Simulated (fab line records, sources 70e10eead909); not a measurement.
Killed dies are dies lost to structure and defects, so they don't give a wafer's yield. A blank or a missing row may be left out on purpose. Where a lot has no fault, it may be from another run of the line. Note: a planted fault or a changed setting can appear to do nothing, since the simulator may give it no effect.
The tool behind it: which one?	flow nand-harc	route of 1302 steps, sampled at 1 step: 6 lots, 17 wafers

## WHAT EACH GAUGE READ, for each wafer
NHARC_P_CONTACT_INSPECT_14.
lot	measured	on	raw-defect-count
L570	day 6 12:08	defect-inspect-02	6 3 3
L574	day 7 21:07	defect-inspect-02	8 7 5
L581	day 11 00:13	defect-inspect-01	3 4
L587	day 13 08:13	defect-inspect-01	8 3 5
L589	day 14 01:48	defect-inspect-01	2 2 4
L591	day 15 00:31	defect-inspect-02	13 6 4

## WHAT TOOL EACH LOT RAN ON (gives the tool, then ch and the chambers of the sampled wafers, and finally the start)
Record: no process step prior to these readings.

## THE ANSWER, worked out from the rows above alone
Rule: usual is defined by the lots themselves. The widest of any qualifying gaps counts: lots, ordered by their means at a reading, are off when they make up no more than a third of the lots, leave a main group of 4 or more, and stand apart from it by 3 or more times the standard deviation of that group's means. Not used: any main group whose means are identical at the precision the tables above print for the reading. A lot without any number at a reading at which 4 lots or more have one is off too. The other lots that the step has rows for count as sound.
No lot is off at any reading shown: from this, nothing can be told.

## WHAT HAD BEEN PUT IN BY THE SIMULATOR
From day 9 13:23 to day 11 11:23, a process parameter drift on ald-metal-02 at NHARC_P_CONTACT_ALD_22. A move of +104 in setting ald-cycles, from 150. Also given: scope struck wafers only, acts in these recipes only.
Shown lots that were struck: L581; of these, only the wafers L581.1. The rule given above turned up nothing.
